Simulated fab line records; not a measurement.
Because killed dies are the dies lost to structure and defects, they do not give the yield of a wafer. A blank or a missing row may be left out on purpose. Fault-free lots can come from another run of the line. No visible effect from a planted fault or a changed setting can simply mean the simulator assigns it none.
Lot-split experiment | flow n5Finfet | on a route of 1938 steps: 7 lots, 21 wafers read

## THE SPLIT ITSELF
At N5_BEOL_M1_ETCH_70 (etches SOC in N2/H2, target depth 80 nm, overetch 16 nm, time 120 s), the setting timeS was moved away from the recipe's 120 s on 4 of the 21 wafers read, by -19.5% to +18.3%. This setting was run at the recipe's value on the other wafers.

The split's own step is where the reading is taken.

## THE READING
SiARC_of_BEOL_M1_COAT_68.thkNm (the simulator's own value, which no gauge read), in nm, at N5_BEOL_M1_ETCH_70 (etches SOC in N2/H2, target depth 80 nm, overetch 16 nm, time 120 s). There is no usual value for it anywhere in the file. The 17 wafers here that ran the recipe average 6.4 nm, standard deviation 0.22 nm.

wafer  | tool, chamber at the split | timeS as run, s | against the recipe | SiARC_of_BEOL_M1_COAT_68.thkNm, nm | against lot-mates on the recipe
L076.1 | rieDiel-01, 1              | 120             | recipe             | 6.4                                | -
L076.6 | rieDiel-01, 1              | 120             | recipe             | 6.4                                | -
L076.4 | rieDiel-01, 3              | 96.63           | -19.5%             | 7.4                                | +1.0
L079.2 | rieDiel-01, 1,3            | 120             | recipe             | 6.4                                | -
L079.3 | rieDiel-01, 1,3            | 120             | recipe             | 6.4                                | -
L079.6 | rieDiel-01, 2              | 120             | recipe             | 6.2                                | -
L081.3 | rieDiel-06, 3              | 120             | recipe             | 6.2                                | -
L081.4 | rieDiel-06, 3              | 139.3           | +16.1%             | 5.2                                | -1.0
L081.5 | rieDiel-06, 1              | 139.3           | +16.1%             | 5.4                                | -0.8
L083.1 | rieDiel-01, 3              | 142             | +18.3%             | 5.4                                | -0.9
L083.3 | rieDiel-01, 0              | 120             | recipe             | 6.2                                | -
L083.6 | rieDiel-01, 1              | 120             | recipe             | 6.4                                | -
L086.1 | rieDiel-01, 2,1            | 120             | recipe             | 6.4                                | -
L086.3 | rieDiel-01, 2,1            | 120             | recipe             | 6.4                                | -
L086.2 | rieDiel-01, 0              | 120             | recipe             | 6.2                                | -
L088.4 | rieDiel-02, 0              | 120             | recipe             | 6.2                                | -
L088.5 | rieDiel-02, 0              | 120             | recipe             | 6.2                                | -
L088.6 | rieDiel-02, 3              | 120             | recipe             | 6.8                                | -
L089.1 | rieDiel-02, 0              | 120             | recipe             | 6.2                                | -
L089.2 | rieDiel-02, 3              | 120             | recipe             | 7                                  | -
L089.6 | rieDiel-02, 1              | 120             | recipe             | 6.6                                | -
When a row names more than one chamber, that row covers several wafers, and the file does not tell which wafer ran in which chamber.

FIT RESULTS
A straight line over all 21 wafers: SiARC_of_BEOL_M1_COAT_68.thkNm changes by -0.0587 nm for each +1% of timeS; r = -0.90; the points scatter about the line by 0.22 nm.
The same after taking each lot's own level away (the mean of its wafers on the recipe; 21 wafers): -0.0526 nm for each +1%; r = -0.91; scatter 0.19 nm.
Per that fit: largest timeS move, reading shift of 1 nm.
The span of the lots' own levels, 6.20 to 6.60 nm, comes to 1.8 times the standard deviation stated above.
So the slope is not independent of the lot-to-lot level: the two fits are not the same.
Check: +1.04 nm against its lot-mates is what the line predicts for one of the wafers moved furthest among these (-19.5%) when that wafer is left out of the fit. It came out at +1 nm against them.

## OTHER SPLITS ON THESE WAFERS
These wafers also went through other splits before the reading. Each is held against what the fit with the lots' levels taken away leaves over:
other split on the same wafers | wafers away from the commonest value | r with SiARC_of_BEOL_M1_COAT_68.thkNm (lot level and that fit taken away)
N5_BEOL_M0_ETCH_109 biasW      | 4                                    | +0.02

## THE FILE'S OWN FIT
SiARC_of_BEOL_M1_COAT_68.thkNm changes by -0.0518 nm for each +1% of timeS, r = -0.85.
